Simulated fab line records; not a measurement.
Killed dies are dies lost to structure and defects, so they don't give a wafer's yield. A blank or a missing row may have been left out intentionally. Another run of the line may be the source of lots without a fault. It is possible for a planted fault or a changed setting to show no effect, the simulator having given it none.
fab line records ; flow nandHarc
record lots=14; wafers=42; lastDay=34
route steps=1302 shown P_GATE@169 THIN_TSV@1267 END@1302
lots that met no fault: from a run of the same line without faults
startH: hours from the record's opening day to when the first of the lot's shown wafers began ; waitH: hours since the lot's step before ; " same as the row above ; L1.1+2: several wafers, shown together as one row ; - no value, or no start was given ; * or withheld: withheld ; < > ~ a bound
route shown NAME@n: NAME is a module with steps in the file, n the number in the route of the first one ; usual: mean and standard deviation over wafers with no fault ; same: alike in all rows ; chamber/n: place in a boat ; sites: per-site readings ; _std_site: the values' standard deviation ; _edge_site: inner sites' mean taken away from outer sites' mean ; radiusMm: for every site, how far away it sits from the centre of the wafer ; mask NAME#n: copy n ; behind: tool/chamber where the wafer was last shaped ; hold: cause of the lot's hold/its duration in hours/its outcome ; device: names the non-switching transistor (n, p or np) ; end of line: tests run on the same wafers once the route is complete ; for a step that has no rows: nothing shown but its recipe ; killed: count of dies lost to structure and defects at first sort (not the wafer's yield) ; map: dies across one wafer; x = killed, . = not, _ = none there
set.NAME: the setting that was run; set.NAME@STEP: the one run at that earlier step ; model.NAME: the simulator's own value behind a step, which no gauge read
the route's steps for a sample of lots (tables are steps, rows are wafers)
services: a tool's chamber out of use, with start hour (startH, from the record's first day; less than 0 if before it), hours out, and reason
## steps
# step NHARC_P_GATE_DEVELOP_45
# recipe timeS=70
lot.wafer;tool;chamber;startH;waitH
L105.1+3+4;lithoTrack-02;0;133;-
L106.1+4+5;lithoTrack-02;0;136;-
L108.2+5+6;lithoTrack-03;0;159;-
L107.1+2+5;lithoTrack-02;0;161;-
L109.1+2+5;lithoTrack-07;0;177;-
L110.1+2+4;lithoTrack-02;0;184;-
L111.2+3+5;lithoTrack-02;0;190;-
L113.1+3+5;lithoTrack-02;0;208;-
L115.4+5+6;lithoTrack-07;0;223;-
L116.1+3+5;lithoTrack-02;0;245;-
L123.1+3+4;lithoTrack-07;0;316;-
L124.1+4+5;lithoTrack-02;0;318;-
L125.2+3+5;lithoTrack-03;0;333;-
L126.2+4+5;lithoTrack-02;0;342;-
# step NHARC_THIN_TSV_DEP_47
# recipe targetThkA=2000; tempC=withheld; pressureTorr=6.5; rfW=900; teosFlowSccm=161.4; flowSccm=2650; targetThkNm=200; gas=O2; material=SiO2
# usual throttleValvePct=15.5/0.59
lot.wafer;tool;chamber;startH;waitH;sinceWetCleanH;throttleValvePct
L106.1;pecvd-02;1;588.17;-;167;17.0
L106.5;pecvd-02;0;588.17;-;-;16.0
L106.4;pecvd-02;1;588.17;-;-;17.5
L105.3;pecvd-03;2;589.33;-;29;14.6
L105.1;pecvd-03;0;589.33;-;29;15.1
L105.4;pecvd-03;1;589.33;-;-;15.8
L107.2;pecvd-04;2;590.74;-;128;16.0
L107.1;pecvd-04;1;590.74;-;128;15.1
L107.5;pecvd-04;0;590.74;-;-;16.1
L108.2;pecvd-04;0;602.59;-;140;15.8
L108.5;pecvd-04;0;602.59;-;-;15.8
L108.6;pecvd-04;2;602.59;-;-;16.1
L109.2;pecvd-02;2;615.64;-;13;15.4
L109.1;pecvd-02;0;615.64;-;13;15.6
L109.5;pecvd-02;0;615.64;-;-;15.6
L110.1;pecvd-03;2;638.19;-;78;14.7
L110.2;pecvd-03;0;638.19;-;78;15.8
L110.4;pecvd-03;0;638.19;-;-;15.6
L111.2;pecvd-03;2;644.01;-;84;14.9
L111.3;pecvd-03;0;644.01;-;-;15.3
L111.5;pecvd-03;2;644.01;-;-;14.6
L115.6;pecvd-02;2;655.70;-;-;15.4
L115.5;pecvd-02;0;655.70;-;-;16.0
L115.4;pecvd-02;1;655.70;-;-;16.9
L124.1;pecvd-03;2;757.54;-;16;14.8
L124.4;pecvd-03;1;757.54;-;-;16.3
L124.5;pecvd-03;0;757.54;-;-;15.4
L123.3;pecvd-04;0;758.95;-;115;15.7
L123.1;pecvd-04;1;758.95;-;115;15.1
L123.4;pecvd-04;2;758.95;-;-;15.3
L126.2;pecvd-04;1;787.73;-;144;15.2
L126.5;pecvd-04;1;787.73;-;-;15.2
L126.4;pecvd-04;2;787.73;-;-;15.3
L125.3;pecvd-02;0;791.60;-;8;15.1
L125.2;pecvd-02;1;791.60;-;8;16.4
L125.5;pecvd-02;0;791.60;-;-;15.3
# step NHARC_THIN_TSV_ETCHBACK_48
# recipe targetDepthA=10285; overEtchFrac=0.3; timeS=405.17; ionEnergyEv=250; c4f8FlowSccm=withheld; arFlowSccm=withheld; rfW=600; biasW=300; chemistry=C4F8/Ar
# usual oesProductAu=0.94/0.033; rfVppV=546/3.6
lot.wafer;tool;chamber;startH;waitH;oesProductAu;rfHoursCounterH;rfVppV
L106.1;rieDiel-07;2;588.56;-;0.99;5.1;548
L106.4;rieDiel-07;3;588.56;-;1.00;6.2;542
L106.5;rieDiel-07;1;588.56;-;0.99;-;553
L105.1;rieDiel-07;0;589.73;-;0.93;6.0;543
L105.3;rieDiel-07;2;589.73;-;0.92;5.3;547
L105.4;rieDiel-07;3;589.73;-;0.92;6.3;543
L107.2;rieDiel-04;1;591.15;-;0.92;3.2;541
L107.1;rieDiel-04;2;591.15;-;0.92;4.1;543
L107.5;rieDiel-04;2;591.15;-;0.92;-;543
L108.2;rieDiel-07;1;602.98;-;0.92;6.5;553
L108.5;rieDiel-07;1;602.98;-;0.92;-;552
L108.6;rieDiel-07;2;602.98;-;0.92;-;547
L109.2;rieDiel-01;1;616.04;-;0.93;3.0;548
L109.1;rieDiel-01;2;616.04;-;0.91;3.1;545
L109.5;rieDiel-01;1;616.04;-;0.93;-;547
L110.4;rieDiel-01;2;638.76;0.3;0.98;3.8;545
L110.2;rieDiel-01;3;638.76;0.3;1.01;2.0;550
L110.1;rieDiel-01;0;638.76;0.3;1.02;3.8;543
L111.3;rieDiel-01;3;644.48;0.3;0.92;2.5;552
L111.2;rieDiel-01;2;644.48;0.3;0.91;4.5;545
L111.5;rieDiel-01;3;644.48;0.3;0.92;-;551
L115.4;rieDiel-01;2;656.04;-;0.90;5.5;545
L115.6;rieDiel-01;0;656.04;-;0.93;-;543
L115.5;rieDiel-01;1;656.04;-;0.92;-;548
L124.1;rieDiel-01;3;757.97;-;0.97;0.8;551
L124.4;rieDiel-01;0;757.97;-;0.97;0.7;543
L124.5;rieDiel-01;2;757.97;-;0.96;-;545
L123.3;rieDiel-04;2;759.39;-;0.92;2.1;544
L123.1;rieDiel-04;3;759.39;-;0.93;2.4;545
L123.4;rieDiel-04;0;759.39;-;1.00;1.4;551
L126.2;rieDiel-01;1;788.08;-;0.99;2.7;547
L126.4;rieDiel-01;3;788.08;-;1.00;2.1;551
L126.5;rieDiel-01;2;788.08;-;0.99;-;545
L125.2;rieDiel-07;0;791.95;-;0.99;7.2;543
L125.3;rieDiel-07;3;791.95;-;0.92;7.7;542
L125.5;rieDiel-07;0;791.95;-;0.99;-;542
# step NHARC_THIN_TSV_PVD_51
# recipe targetThkA=1000; chamberPressurePa=5; material=Cu
# usual throttleValvePct=29.5/0.92
lot.wafer;tool;chamber;startH;waitH;throttleValvePct
L106.4;pvdSputter-02;-;-;-;29.1
L106.1;pvdSputter-02;-;-;-;29.7
L106.5;pvdSputter-02;-;-;-;29.9
L105.1;pvdSputter-03;-;-;-;29.6
L105.3;pvdSputter-03;-;-;-;28.9
L105.4;pvdSputter-03;-;-;-;28.2
L107.1;pvdSputter-03;-;-;-;29.6
L107.2;pvdSputter-03;-;-;-;29.1
L107.5;pvdSputter-03;-;-;-;28.8
L108.2;pvdSputter-02;-;-;-;28.0
L108.5;pvdSputter-02;-;-;-;30.8
L108.6;pvdSputter-02;-;-;-;28.1
L109.2;pvdSputter-02;-;-;-;29.0
L109.1;pvdSputter-02;-;-;-;29.4
L109.5;pvdSputter-02;-;-;-;27.9
L110.1;pvdSputter-03;-;-;-;29.7
L110.2;pvdSputter-03;-;-;-;29.4
L110.4;pvdSputter-03;-;-;-;29.9
L111.2;pvdSputter-01;-;-;-;29.9
L111.3;pvdSputter-01;-;-;-;30.8
L111.5;pvdSputter-01;-;-;-;29.9
L115.4;pvdSputter-03;-;-;-;28.1
L115.6;pvdSputter-03;-;-;-;28.2
L115.5;pvdSputter-03;-;-;-;29.9
L124.1;pvdSputter-02;-;-;-;29.7
L124.4;pvdSputter-02;-;-;-;30.1
L124.5;pvdSputter-02;-;-;-;29.5
L123.3;pvdSputter-01;-;-;-;29.9
L123.4;pvdSputter-01;-;-;-;31.2
L123.1;pvdSputter-01;-;-;-;30.8
L126.2;pvdSputter-01;-;-;-;30.2
L126.4;pvdSputter-01;-;-;-;30.8
L126.5;pvdSputter-01;-;-;-;30.3
L125.3;pvdSputter-02;-;-;-;29.7
L125.2;pvdSputter-02;-;-;-;29.9
L125.5;pvdSputter-02;-;-;-;29.5
# step NHARC_END_SORT_01
# recipe tempC=25
# usual killedAtArray=53/18; killedAtOther=0.8/1.1; killedAtPeriphery=4.1/2.7; killedDies=58/18; killedOpen=3.1/1.7; killedShort=2.7/1.7
# same grossDies=677
lot.wafer;tool;chamber;startH;waitH;killedAtArray;killedAtOther;killedAtPeriphery;killedDies;killedOpen;killedShort
L113.1;prober-02;0;667.64;2.5;60;1;616;677;5;5
L113.3;prober-02;0;669.26;3.1;57;1;619;677;3;5
L113.5;prober-02;0;670.88;3.7;72;1;604;677;1;2
L116.1;prober-01;0;705.87;2.5;53;1;623;677;0;6
L116.3;prober-01;0;707.47;3.1;39;0;638;677;1;3
L116.5;prober-01;0;709.07;3.7;55;1;621;677;6;7
# killed by level:class
L113.1 P_GATE:areaDevelop=611 A_SLIT:chamberFilmFlake=32 A_CHANNEL_HOLE_D1:chamberFilmFlake=14 A_STAIRCASE:chamberFilmFlake=2 A_CHANNEL_HOLE_D2:unspecified=2 A_CONTACT:chamberFilmFlake=2 P_CONTACT:geometricParticle:open=1 P_M0:geometricParticle:open=1
L113.3 P_GATE:areaDevelop=616 A_SLIT:chamberFilmFlake=25 A_CHANNEL_HOLE_D1:chamberFilmFlake=17 A_STAIRCASE:chamberFilmFlake=6 A_CHANNEL_FILL_D1:chamberFilmFlake=2 P_CONTACT:geometricParticle:short=1 P_M0:geometricParticle:short=1 P_M2:geometricParticle:open=1
L113.5 P_GATE:areaDevelop=603 A_CHANNEL_HOLE_D1:chamberFilmFlake=40 A_SLIT:chamberFilmFlake=19 A_CHANNEL_FILL_D1:chamberFilmFlake=2 A_CHANNEL_HOLE_D2:unspecified=2 A_STAIRCASE:chamberFilmFlake=2 A_CONTACT:chamberFilmFlake=2 P_STI:geometricParticle:short=1
L116.1 P_GATE:areaDevelop=622 A_SLIT:chamberFilmFlake=31 A_CHANNEL_HOLE_D1:chamberFilmFlake=6 A_STAIRCASE:chamberFilmFlake=4 A_ONON_D2:geometricParticle:short=3 A_BLC:chamberFilmFlake=3 A_SGD_CUT:geometricParticle:short=1 A_WL_FILL:geometricParticle:short=1
L116.3 P_GATE:areaDevelop=638 A_SLIT:chamberFilmFlake=22 A_CHANNEL_HOLE_D1:chamberFilmFlake=4 A_STAIRCASE:chamberFilmFlake=3 A_SGD_CUT:geometricParticle:short=2 A_DECK1_JOINT:chamberFilmFlake=2 A_BLC:chamberFilmFlake=2 A_ONON_D2:geometricParticle:short=1
L116.5 P_GATE:areaDevelop=620 A_SLIT:chamberFilmFlake=31 A_CHANNEL_HOLE_D1:chamberFilmFlake=7 A_CHANNEL_FILL_D2:geometricParticle:open=4 A_WL_FILL:chamberFilmFlake=3 A_DECK1_JOINT:geometricParticle:short=2 A_ONON_D2:geometricParticle:short=2 A_WL_FILL:geometricParticle:short=2
## services
tool;chamber;startH;hours;kind
rieDiel-01;-;151.81;0.9;repair
pvdSputter-02;-;187.08;1.6;repair
rieDiel-01;-;203.84;9.0;pm
lithoTrack-02;-;227.00;7.0;pm
pvdSputter-02;-;231.66;0.9;repair
rieDiel-01;0;249.99;2.4;repair
pvdSputter-02;-;282.01;10.0;pm
rieDiel-01;2;310.01;3.9;repair
rieDiel-01;3;325.44;3.4;repair
pvdSputter-02;-;366.34;1.8;repair
rieDiel-01;1;371.47;7.5;repair
rieDiel-01;-;380.84;9.0;pm
pvdSputter-02;-;396.78;4.1;repair
lithoTrack-02;-;402.00;7.0;pm
rieDiel-01;0;426.52;11.1;repair
pvdSputter-02;-;460.01;10.0;pm
rieDiel-01;0;494.68;5.0;repair
rieDiel-01;-;557.84;9.0;pm
lithoTrack-02;-;577.00;7.0;pm
rieDiel-01;1;579.10;5.0;repair
rieDiel-01;3;582.47;11.8;repair
rieDiel-01;2;725.14;6.1;repair
rieDiel-01;-;734.84;9.0;pm
lithoTrack-02;-;752.00;7.0;pm
## key
firstSign step=NHARC_END_SORT_01; reading=killedAtPeriphery; direction=up; sigmas=99+; usual=4.1; struck=620.2
effect step=NHARC_END_SORT_01; reading=killedDies; direction=up; sigmas=34; usual=58; struck=677
moreKillsBornAt NHARC_P_GATE_DEVELOP_45@lithoTrack-02=3710
metAt NHARC_P_GATE_DEVELOP_45
struckLots L113,L116
laterRowsLeftOut L113.1,L113.3,L113.5,L116.1,L116.3,L116.5
testerLeftOut L113,L116
notActingAt NHARC_THIN_TSV_DEP_47,NHARC_THIN_TSV_ETCHBACK_48,NHARC_THIN_TSV_PVD_51
onsetBetween 190 208
fault kind=processParameterDrift; tool=lithoTrack-02; chamber=-; onsetH=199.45; steps=NHARC_P_GATE_DEVELOP_45; channel=timeS; offset=*; shape=step; endH=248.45; actsIn=*; stated=*
# testerLeftOut: of these lots the tester's yield and bins aren't shown, on N5 and GAA mostly nor the transistor test; their killed dies are dies lost to structure and defects alone, not to doping, threshold or leakage, so they don't give the yield
# laterRowsLeftOut: the simulator's readings of these wafers behind a module that went badly wrong aren't trusted and aren't shown, but for the sort
